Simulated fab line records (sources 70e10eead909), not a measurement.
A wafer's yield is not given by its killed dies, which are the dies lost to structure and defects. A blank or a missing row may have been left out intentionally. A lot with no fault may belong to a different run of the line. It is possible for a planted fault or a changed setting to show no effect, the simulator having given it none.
fab line records -- flow nand-harc -- part 2 of 2: steps 23 to 29 of 29
record lots=5, wafers=15, last-day=33
route steps=1302 shown A_STAIRCASE@882 A_SGD_CUT@890
lots that met no fault: from a run of the same line without faults
start-h: hours from the record's opening day to when the first of the lot's shown wafers began -- wait-h: hours since the lot's step before -- " same as the row above -- L1.1+2: a single row standing in for several wafers -- - either no value or no given start -- * or withheld: withheld -- < > ~ a bound
route shown NAME@n: names a module that has steps shown in the file, with the first one's number in the route -- usual: average and standard deviation across the fault-free wafers -- same: alike in all rows -- chamber/n: place in a boat -- sites: per-site readings -- _std_site: how widely they spread, as a standard deviation -- _edge_site: outer sites' mean less inner sites' -- radius-mm: how far each site lies from the wafer's centre -- mask NAME#n: copy n -- behind: the last tool/chamber to shape the wafer -- hold: cause of the lot's hold/its duration in hours/its outcome -- device: which transistor (n, p or np) failed to switch -- end of line: the tests these same wafers got at the end of their route -- step lacking rows: just its recipe -- killed: the dies lost at the first sort to structure and to defects; this is not the yield of the wafer -- map: the dies of a wafer, with x for killed, . for not killed, _ for no die there
set.NAME: the setting the step ran with; set.NAME@STEP: the setting that earlier step ran with -- model.NAME: the simulator's own value behind a step, which no gauge read
lots seen at some steps along the route; tables by step, rows by wafer
services: from which hour (start-h, from the record's first day; less than 0 if before it) a tool's chamber was out of use, for how many hours, and why
## steps
# step NHARC_A_SGD_CUT_ETCH_58
# recipe target-depth-a=390, over-etch-frac=0.3, time-s=65, ion-energy-ev=80, cf4-flow-sccm=150, ar-flow-sccm=0, rf-w=300, bias-w=100, chemistry=CF4
# usual drypump-motor-current-A=5.8/0.51, oes-product-au=0.995/0.01, rf-fwd-power-W=297.3/1.4, rf-vpp-V=151.4/1.2, showerhead-plenum-p-Torr=1.78/0.074, throttle-valve-pct=13.284/0.0092
lot.wafer,tool,chamber,start-h,wait-h,drypump-motor-current-A,oes-product-au,rf-fwd-power-W,rf-hours-counter-h,rf-vpp-V,showerhead-plenum-p-Torr,throttle-valve-pct
L078.4,rie-diel-01,1,477.50,0.1,6.5,0.996,298.4,4,151.3,1.81,13.289
L078.1,rie-diel-01,2,477.50,0.1,5.4,0.989,299.4,4,151.1,1.75,13.290
L078.5,rie-diel-01,1,477.50,0.1,6.5,0.984,298.8,-,151.6,1.81,13.277
L086.4,rie-diel-07,3,567.51,0.1,5.2,1.004,295.7,6,150.8,1.72,13.281
L086.1,rie-diel-07,2,567.51,0.1,6.3,0.977,299.4,7,151.0,1.72,13.277
L086.5,rie-diel-07,0,567.51,0.1,5.4,1.003,296.8,-,150.2,1.67,13.298
L093.1,rie-diel-06,0,622.77,0.1,5.9,0.987,297.2,9,151.9,1.88,13.284
L093.4,rie-diel-06,1,622.77,0.1,4.9,0.989,297.2,8,148.2,1.69,13.299
L093.6,rie-diel-06,0,622.77,0.1,5.9,0.996,297.2,-,151.7,1.88,13.291
L094.4,rie-diel-06,1,625.83,0.1,5.0,1.002,298.6,8,151.2,1.69,13.282
L094.2,rie-diel-06,2,625.83,0.1,5.7,0.986,296.3,9,153.3,1.79,13.300
L094.5,rie-diel-06,1,625.83,0.1,4.9,1.004,298.2,-,152.1,1.69,13.285
L097.3,rie-diel-01,3,669.60,0.1,6.4,1.003,297.5,5,150.8,1.83,13.292
L097.1,rie-diel-01,1,669.60,0.1,6.5,1.001,297.2,5,152.9,1.81,13.296
L097.6,rie-diel-01,3,669.60,0.1,6.4,0.994,296.9,-,153.4,1.84,13.308
# step NHARC_A_SGD_CUT_ETCH_59
# recipe target-depth-a=2600, over-etch-frac=0.25, time-s=406.25, ion-energy-ev=200, n2-flow-sccm=150, h2-flow-sccm=150, ar-flow-sccm=0, rf-w=400, bias-w=150, chemistry=N2/H2
# usual drypump-motor-current-A=5.8/0.51, oes-product-au=0.996/0.0098, rf-fwd-power-W=399.1/1.1, rf-vpp-V=430.6/2.6, showerhead-plenum-p-Torr=2.05/0.094, throttle-valve-pct=14.172/0.009
lot.wafer,tool,chamber,start-h,wait-h,drypump-motor-current-A,oes-product-au,rf-fwd-power-W,rf-hours-counter-h,rf-vpp-V,showerhead-plenum-p-Torr,throttle-valve-pct
L078.1,rie-diel-01,1,-,-,6.5,0.990,400.2,4,432.6,2.09,14.164
L078.4,rie-diel-01,2,-,-,5.4,0.990,401.3,4,430.8,2.02,14.169
L078.5,rie-diel-01,0,-,-,5.5,1.000,397.9,-,425.9,1.92,14.175
L086.4,rie-diel-07,0,-,-,5.5,1.007,397.4,6,428.4,1.92,14.183
L086.1,rie-diel-07,2,-,-,6.4,0.978,400.5,7,429.1,1.98,14.172
L086.5,rie-diel-07,1,-,-,6.4,0.995,399.7,-,431.4,2.07,14.167
L093.4,rie-diel-06,1,-,-,4.9,0.996,398.0,8,427.4,1.94,14.177
L093.1,rie-diel-06,2,-,-,5.7,0.992,400.6,9,430.6,2.06,14.173
L093.6,rie-diel-06,0,-,-,6.0,0.995,399.1,-,433.4,2.18,14.183
L094.2,rie-diel-06,2,-,-,5.7,0.995,400.6,9,430.8,2.06,14.171
L094.4,rie-diel-06,1,-,-,4.9,0.995,400.1,8,427.9,1.94,14.197
L094.5,rie-diel-06,2,-,-,5.7,1.000,398.4,-,430.9,2.06,14.170
L097.1,rie-diel-01,0,-,-,5.5,0.990,399.3,5,426.7,1.92,14.183
L097.3,rie-diel-01,3,-,-,6.4,0.988,398.3,5,432.8,2.12,14.169
L097.6,rie-diel-01,1,-,-,6.5,0.998,399.2,-,430.3,2.09,14.177
# step NHARC_A_SGD_CUT_ETCH_15
# recipe target-depth-a=750, time-s=64.3, ch3f-flow-sccm=50, o2-flow-sccm=30, ar-flow-sccm=200, rf-w=500, bias-w=100, chemistry=CH3F/O2
# usual drypump-motor-current-A=5.8/0.51, oes-product-au=0.962/0.013, rf-fwd-power-W=495.4/2.3, rf-vpp-V=263.9/1.8, showerhead-plenum-p-Torr=2.47/0.11, throttle-valve-pct=20.662/0.0092
lot.wafer,tool,chamber,start-h,wait-h,drypump-motor-current-A,oes-product-au,rf-fwd-power-W,rf-hours-counter-h,rf-vpp-V,showerhead-plenum-p-Torr,throttle-valve-pct
L078.1,rie-diel-01,0,-,-,5.5,0.972,494.7,4,261.3,2.33,20.657
L078.4,rie-diel-01,1,-,-,6.5,0.954,496.8,4,265.3,2.52,20.681
L078.5,rie-diel-01,0,-,-,5.5,0.972,495.0,-,261.5,2.33,20.663
L086.4,rie-diel-07,2,-,-,6.4,0.958,493.1,7,262.1,2.39,20.654
L086.1,rie-diel-07,3,-,-,5.2,0.963,491.1,6,262.2,2.39,20.671
L086.5,rie-diel-07,2,-,-,6.4,0.952,494.8,-,261.5,2.39,20.659
L093.1,rie-diel-06,2,-,-,5.7,0.954,493.7,9,264.8,2.48,20.672
L093.4,rie-diel-06,0,-,-,6.0,0.952,494.4,9,266.0,2.62,20.640
L093.6,rie-diel-06,2,-,-,5.7,0.963,492.4,-,263.4,2.48,20.672
L094.4,rie-diel-06,0,-,-,6.0,0.962,497.4,9,265.2,2.62,20.674
L094.2,rie-diel-06,2,-,-,5.7,0.975,494.1,9,265.1,2.48,20.668
L094.5,rie-diel-06,0,-,-,6.0,0.958,493.9,-,266.3,2.62,20.671
L097.3,rie-diel-01,1,-,-,6.5,0.967,496.0,5,265.0,2.52,20.650
L097.1,rie-diel-01,0,-,-,5.5,0.968,492.3,5,261.8,2.32,20.672
L097.6,rie-diel-01,1,-,-,6.5,0.970,496.9,-,265.5,2.52,20.661
# step NHARC_A_SGD_CUT_ETCH_16
# recipe target-depth-a=3105, time-s=155.2, c4f8-flow-sccm=withheld, o2-flow-sccm=8, ar-flow-sccm=withheld, rf-w=600, bias-w=800, chemistry=C4F8/O2/Ar
# usual oes-product-au=0.971/0.011, rf-fwd-power-W=597.0/2.2, rf-vpp-V=724/4.5
lot.wafer,tool,chamber,start-h,wait-h,oes-product-au,rf-fwd-power-W,rf-hours-counter-h,rf-vpp-V
L078.4,rie-diel-01,2,-,-,0.964,599.1,4,723
L078.1,rie-diel-01,1,-,-,0.962,600.3,4,725
L078.5,rie-diel-01,2,-,-,0.963,600.9,-,722
L086.1,rie-diel-07,0,-,-,0.966,598.0,6,719
L086.4,rie-diel-07,2,-,-,0.973,598.5,7,721
L086.5,rie-diel-07,0,-,-,0.971,596.3,-,717
L093.4,rie-diel-06,3,-,-,0.945,596.6,9,730
L093.1,rie-diel-06,1,-,-,0.962,600.0,8,719
L093.6,rie-diel-06,3,-,-,0.954,594.2,-,730
L094.2,rie-diel-06,2,-,-,0.972,595.5,9,725
L094.4,rie-diel-06,3,-,-,0.953,597.9,10,729
L094.5,rie-diel-06,3,-,-,0.958,597.9,-,731
L097.3,rie-diel-01,0,-,-,0.973,594.9,5,718
L097.1,rie-diel-01,2,-,-,0.973,600.7,5,721
L097.6,rie-diel-01,0,-,-,0.983,593.9,-,717
# step NHARC_A_SGD_CUT_STRIP_60
# recipe c4f8-flow-sccm=withheld, o2-flow-sccm=8, ar-flow-sccm=withheld, bias-w=0, chemistry=C4F8/O2/Ar
lot.wafer,tool,chamber,start-h,wait-h
L078.1+4+5,rie-diel-01,"1,2,0",-,-
L086.1+4+5,rie-diel-07,"0,2,0",-,-
L093.4+1+6,rie-diel-06,"0,1,2",-,-
L094.4+2+5,rie-diel-06,"1,3,1",-,-
L097.3+1+6,rie-diel-01,"3,1,3",-,-
# step NHARC_A_SGD_CUT_STRIP_17
# recipe o2-flow-sccm=500, ar-flow-sccm=0, bias-w=0, chemistry=O2
# usual drypump-motor-current-A=5.8/0.49, oes-product-au=0.996/0.0093, rf-vpp-V=57.8/0.87, showerhead-plenum-p-Torr=3.55/0.15, throttle-valve-pct=17.037/0.0083
lot.wafer,tool,chamber,start-h,wait-h,drypump-motor-current-A,oes-product-au,rf-hours-counter-h,rf-vpp-V,showerhead-plenum-p-Torr,throttle-valve-pct
L078.1,rie-diel-01,3,-,-,6.4,1.010,5,58.2,3.67,17.037
L078.4,rie-diel-01,0,-,-,5.5,0.990,5,57.2,3.35,17.032
L078.5,rie-diel-01,3,-,-,6.4,1.012,-,57.4,3.67,17.026
L086.4,rie-diel-07,2,-,-,6.4,0.976,7,56.7,3.44,17.041
L086.1,rie-diel-07,0,-,-,5.4,1.000,6,58.9,3.33,17.046
L086.5,rie-diel-07,3,-,-,5.2,1.008,-,57.4,3.44,17.032
L093.1,rie-diel-06,0,-,-,6.0,1.000,9,59.5,3.76,17.026
L093.4,rie-diel-06,1,-,-,4.9,0.994,8,57.7,3.36,17.029
L093.6,rie-diel-06,3,-,-,5.9,0.984,-,58.0,3.77,17.036
L094.4,rie-diel-06,0,-,-,6.0,1.001,9,57.4,3.76,17.040
L094.2,rie-diel-06,1,-,-,4.9,0.995,8,56.7,3.36,17.037
L094.5,rie-diel-06,3,-,-,5.8,0.982,-,58.1,3.77,17.053
L097.3,rie-diel-01,1,-,-,6.5,0.996,5,57.5,3.61,17.031
L097.1,rie-diel-01,0,-,-,5.5,1.001,5,56.1,3.34,17.046
L097.6,rie-diel-01,2,-,-,5.4,0.992,-,57.9,3.49,17.051
# step NHARC_A_SGD_CUT_PRECLEAN_18
# recipe time-s=*, temp-c=50, bath-age-min=0, chemistry=SC1
# usual temp-c=49.99/0.12
lot.wafer,tool,chamber,start-h,wait-h,temp-c
L078.5,wet-bench-09,1,478.41,-,50.10
L078.1,wet-bench-09,2,478.41,-,50.00
L078.4,wet-bench-09,3,478.41,-,50.16
L086.1,wet-bench-07,6,568.40,-,50.01
L086.5,wet-bench-07,1,568.40,-,50.10
L086.4,wet-bench-07,2,568.40,-,49.91
L093.1,wet-bench-03,3,623.66,-,50.07
L093.6,wet-bench-03,6,623.66,-,49.87
L093.4,wet-bench-03,7,623.66,-,50.00
L094.2,wet-bench-09,7,626.72,-,50.00
L094.4,wet-bench-09,1,626.72,-,50.24
L094.5,wet-bench-09,2,626.72,-,50.02
L097.6,wet-bench-07,6,670.49,-,50.05
L097.1,wet-bench-07,7,670.49,-,49.65
L097.3,wet-bench-07,0,670.49,-,49.91
## services
tool,chamber,start-h,hours,kind
wet-bench-01,-,453.60,8.0,pm
rie-diel-01,2,469.83,6.3,repair
rie-diel-07,-,472.24,9.0,pm
rie-diel-06,-,484.23,9.0,pm
rie-diel-07,0,500.41,5.2,repair
litho-track-01,-,505.00,7.0,pm
rie-diel-13,-,520.02,9.0,pm
rie-diel-07,3,524.02,6.2,repair
litho-track-06,-,529.00,7.0,pm
pecvd-03,-,547.02,13.0,pm
rie-diel-01,-,549.16,0.6,repair
litho-track-04,-,553.00,7.0,pm
rie-diel-01,2,554.53,4.5,repair
rie-diel-01,-,557.77,1.1,repair
rie-diel-01,-,558.91,9.0,pm
pecvd-03,1,588.20,11.1,repair
rie-diel-06,1,609.44,2.8,repair
wet-bench-01,-,629.60,8.0,pm
rie-diel-06,3,634.62,7.7,repair
rie-diel-06,2,636.69,6.9,repair
rie-diel-13,2,637.12,12.7,repair
rie-diel-07,-,649.24,9.0,pm
rie-diel-06,3,658.72,21.6,repair
rie-diel-06,-,661.23,9.0,pm
